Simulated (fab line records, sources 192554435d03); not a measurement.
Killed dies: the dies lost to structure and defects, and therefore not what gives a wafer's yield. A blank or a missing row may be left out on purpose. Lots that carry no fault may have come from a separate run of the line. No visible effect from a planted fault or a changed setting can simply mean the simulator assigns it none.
Split-lot study ; flow n5_finfet ; route with 1938 steps; 7 lots, 21 wafers read

## THE SPLIT ITSELF
At N5_ILD0_ALD_15 (deposits SiNx, target thk 24 nm, pulse time 1 s, ald cycles 480), the setting ald_cycles was moved away from the recipe's 480 on 6 of the 21 wafers read, by -14.0% to +8.3%. All remaining wafers had this setting at the recipe value.

The reading comes from the split's own step.

## THE READING
SiNx_of_ILD0_ALD_15.thk_nm (the simulator's own value, which no gauge read), in nm, at N5_ILD0_ALD_15 (deposits SiNx, target thk 24 nm, pulse time 1 s, ald cycles 480). There is no usual value for it anywhere in the file. The 15 wafers here that ran the recipe average 24.0 nm, standard deviation 0.11 nm.

wafer;tool, chamber at the split;ald_cycles as run;against the recipe;SiNx_of_ILD0_ALD_15.thk_nm, nm;against lot-mates on the recipe
L074.1;ald_sin-04, 2;413;-14.0%;20.6;-3.4
L074.2;ald_sin-04, 0,1;480;recipe;24;-
L074.5;ald_sin-04, 0,1;480;recipe;24;-
L078.1;ald_sin-03, 1,0;480;recipe;24;-
L078.3;ald_sin-03, 1,0;480;recipe;24;-
L078.4;ald_sin-03, 2;480;recipe;23.8;-
L079.1;ald_sin-02, 2,3;480;recipe;24;-
L079.2;ald_sin-02, 2,3;480;recipe;24;-
L079.6;ald_sin-02, 2;457;-4.8%;23;-1.0
L080.4;ald_sin-02, 3,0;452;-5.8%;22.4;-1.4
L080.5;ald_sin-02, 3,0;452;-5.8%;22.4;-1.4
L080.6;ald_sin-02, 3;480;recipe;23.8;-
L084.2;ald_sin-04, 2,3;480;recipe;24.2;-
L084.3;ald_sin-04, 2,3;480;recipe;24.2;-
L084.4;ald_sin-04, 1;480;recipe;24;-
L089.2;ald_sin-02, 2;520;+8.3%;26;+1.9
L089.3;ald_sin-02, 0;480;recipe;24;-
L089.4;ald_sin-02, 1;480;recipe;24.2;-
L091.1;ald_sin-02, 1,0;480;recipe;24;-
L091.2;ald_sin-02, 1,0;480;recipe;24;-
L091.6;ald_sin-02, 3;456;-5.0%;22.8;-1.2
The file does not say which wafer passed through which chamber wherever a row lists several chambers: such a row stands for several wafers.

FIT RESULTS
A straight line over all 21 wafers: SiNx_of_ILD0_ALD_15.thk_nm changes by +0.246 nm for each +1% of ald_cycles; r = +0.99; the points scatter about the line by 0.12 nm.
The same after taking each lot's own level away (the mean of its wafers on the recipe; 21 wafers): +0.238 nm for each +1%; r = +1.00; scatter 0.075 nm.
Per that fit: largest ald_cycles move, reading shift of 3.3 nm.
Measured against the standard deviation above, the lots' own levels, which go from 23.80 to 24.13 nm, span 2.9 times it.
So the lot-to-lot level changes the slope little: the two slopes agree.
Check: -3.23 nm against its lot-mates is what the line predicts for one of the wafers moved furthest among these (-14.0%) when that wafer is left out of the fit. It came out at -3.4 nm against them.

## FILE'S OWN FIT
SiNx_of_ILD0_ALD_15.thk_nm changes by +0.238 nm for each +1% of ald_cycles, r = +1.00.
